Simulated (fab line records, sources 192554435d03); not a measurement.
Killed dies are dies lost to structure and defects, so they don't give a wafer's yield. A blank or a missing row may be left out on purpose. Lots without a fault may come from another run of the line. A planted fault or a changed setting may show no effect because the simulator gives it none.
A struck lot beside a sound one | flow n5_finfet | 15 steps out of a route of 1938
Sound: wafers L938.1, L938.2, L938.5. Struck: wafer L944.6. (L944.1, L944.4 of the same lot were not struck and are left out.) The cause comes at the end.
At each step with rows: each side's tool, then ch and its chambers, then its first start. Under that, the readings that differ: sound wafers | struck wafers | difference of the means | sigmas: that difference in standard deviations of wafers without a fault.
alike: readings whose means differ by less than 2 such deviations, and words and numbers that are the same on both sides. not compared: withheld readings, readings that some wafer has no value for, bounds like >300 that may hide the same value, and numbers for which the record gives no deviation and whose values overlap.
The two part at a step that has a row with sigmas, a row that says differs or no value, or rows on one side only. Numbers that don't overlap but have no deviation are shown without sigmas and don't part them. A reading that every wafer of one side lacks parts them only if that side has two wafers or more.

first, 7 steps without rows for these wafers: N5_HKMG_FIN_COAT_42 (time 60 s, resist thk 35 nm); N5_HKMG_FIN_COAT_43 (resist thk 90 nm); N5_HKMG_FIN_EBR_45; N5_HKMG_FIN_SOFTBAKE_44 (time 60 s); N5_HKMG_FIN_EXPOSE_46 (exposes mask NDIPOLE); N5_HKMG_FIN_PEB_47 (peb time 60 s); N5_HKMG_FIN_DEVELOP_48 (develop time 30 s).
N5_HKMG_FIN_CD_MEAS_49: target cd 202 nm.
  sound on cd_sem-01 ch 0, day 4 00:40; struck on cd_sem-03 ch 0, day 5 19:23
  alike: cd_nm
N5_HKMG_FIN_OVL_MEAS_50:
  sound on overlay-01 ch 0, day 4 00:41; struck on overlay-02 ch 0, day 5 19:26
  alike: NDIPOLE_OVL
N5_HKMG_FIN_INSPECT_61: inspects for defects (macro).
  sound on defect_inspect-02, day 4 00:43; struck on defect_inspect-02, day 5 19:27
  alike: raw_defect_count
N5_HKMG_FIN_DESCUM_53: chemistry O2, time 7.9 s.
  sound on rie_diel-01 ch 1,2, day 4 00:45; struck on rie_diel-01 ch 3, day 5 19:29
  alike: drypump_motor_current_A, o2_flow_sccm, oes_product_au, rf_vpp_V, showerhead_plenum_p_Torr, throttle_valve_pct
  not compared: rf_hours_counter_h
N5_HKMG_FIN_ETCH_54: etches SiARC in CF4, target depth 45.5 nm, time 75.8 s.
  sound on rie_diel-01 ch 1,2, day 4 00:47; struck on rie_diel-01 ch 3, day 5 19:31
  alike: bias_w, drypump_motor_current_A, etch_rf_on_time_s, oes_product_au, rf_vpp_V, showerhead_plenum_p_Torr, throttle_valve_pct
  not compared: rf_hours_counter_h
N5_HKMG_FIN_ETCH_55: etches SOC in N2/H2, target depth 240 nm, time 300 s.
  sound on rie_diel-01 ch 1,2, day 4 00:50; struck on rie_diel-01 ch 3, day 5 19:34
  reading                                     | sound             | struck | difference | sigmas
  bias_w (W)                                  | 149.8 149.4 149.8 | 105.9  | -43.8      | -93
  rf_vpp_V (V)                                | 519.0 528.2 528.3 | 417.8  | -107.4     | -54
  model.HKMG_FIN.feature_depth_nm (nm)        | 243.2 237 238     | 200.8  | -38.6      |
  model.etch.depth_nm (nm)                    | 243.1 236.9 238.1 | 200.9  | -38.5      |
  model.SiARC_of_HKMG_FIN_COAT_42.thk_nm (nm) | 20.8 21.2 21.2    | 26.8   | +5.7       |
  alike: drypump_motor_current_A, oes_product_au, showerhead_plenum_p_Torr, throttle_valve_pct
  not compared: rf_hours_counter_h
then, 1 step without rows for these wafers: N5_HKMG_FIN_STRIP_56 (strips in N2/H2).
-- the record jumps here: 6 days lie between the struck wafers' starts before and after (it left off in module HKMG_FIN and takes up again in module BEOL_M4, whose first step shown is number 1111 of the route) --
N5_BEOL_M4_RC_MEAS_101:
  sound on prober-01 ch 0, day 10 14:47; struck on prober-01 ch 0, day 12 01:31
  reading       | sound       | struck | difference | sigmas
  ION_P (uA/um) | 465 471 457 | 486    | +22        | +3
  alike: DIBL_N, DIBL_P, IOFF_N, IOFF_P, ION_N, SS_N, SS_P, VT_N, VT_P

WHERE THEY PART
First at N5_HKMG_FIN_ETCH_55; last, within this record, at N5_BEOL_M4_RC_MEAS_101.

WHY: what the simulator had put in
Process parameter drift: rie_diel-01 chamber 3, from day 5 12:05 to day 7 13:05, at N5_HKMG_FIN_ETCH_55. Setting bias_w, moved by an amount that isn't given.
